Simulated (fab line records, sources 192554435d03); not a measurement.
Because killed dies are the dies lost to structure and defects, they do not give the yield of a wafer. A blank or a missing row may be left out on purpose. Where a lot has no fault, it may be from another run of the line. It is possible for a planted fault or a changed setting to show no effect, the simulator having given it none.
Chamber matching    flow n5Finfet    3 sister chambers for N5_BEOL_M9_PECVD_70 on pecvd-04
The step deposits SiO2 from TEOS/O2, target thk 20 nm, time 22.7 s. 6 wafers are shown with their chamber, then 9 later ones without.

== EACH WAFER AND ITS CHAMBER ==
wafer   chamber  throttleValvePct (%)  showerheadPlenumPTorr (Torr)
L083.3  2        21.6                  8.80
L084.3  1        23.6                  8.77
L084.6  1        23.5                  8.74
L085.2  0        23.3                  8.71
L085.4  2        21.5                  8.80
L085.5  0        23.6                  8.72

== WAFERS WITH NO CHAMBER GIVEN ==
wafer   throttleValvePct (%)  showerheadPlenumPTorr (Torr)
L092.1  21.9                  8.79
L092.3  23.4                  8.71
L092.4  21.5                  8.81
L094.1  23.6                  8.71
L094.2  23.4                  8.72
L094.3  21.8                  8.77
L096.2  21.9                  8.79
L096.4  21.8                  8.80
L096.5  23.6                  8.72

== WHICH CHAMBER EACH WENT THROUGH ==
wafer    from the rows above       in truth
L092.1   2                         2
L092.3   0                         0
L092.4   2                         2
L094.1   0                         0
L094.2   0                         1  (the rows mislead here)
L094.3   2                         2
L096.2   2                         2
L096.4   2                         2
L096.5   can't be placed: 0 or 1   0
Correct placement for 7 of the 9. Not placeable from these rows: 1 (in 1, the candidates include the true chamber). 1 placed wrongly.
How it was worked out, from the rows above alone: a wafer's distance from a chamber is the root of the sum, over the readings, of the square of ((its reading less the chamber's mean) divided by the reading's scatter). The wafer belongs to the nearest chamber; if the next one is less than 2 further off, it can't be placed. The mean given for a chamber averages the wafers shown for that chamber. How the scatter is found: for the shown wafers, subtract from each reading the mean of its chamber, square and add these, divide the total by (wafers less chambers), then take the root.
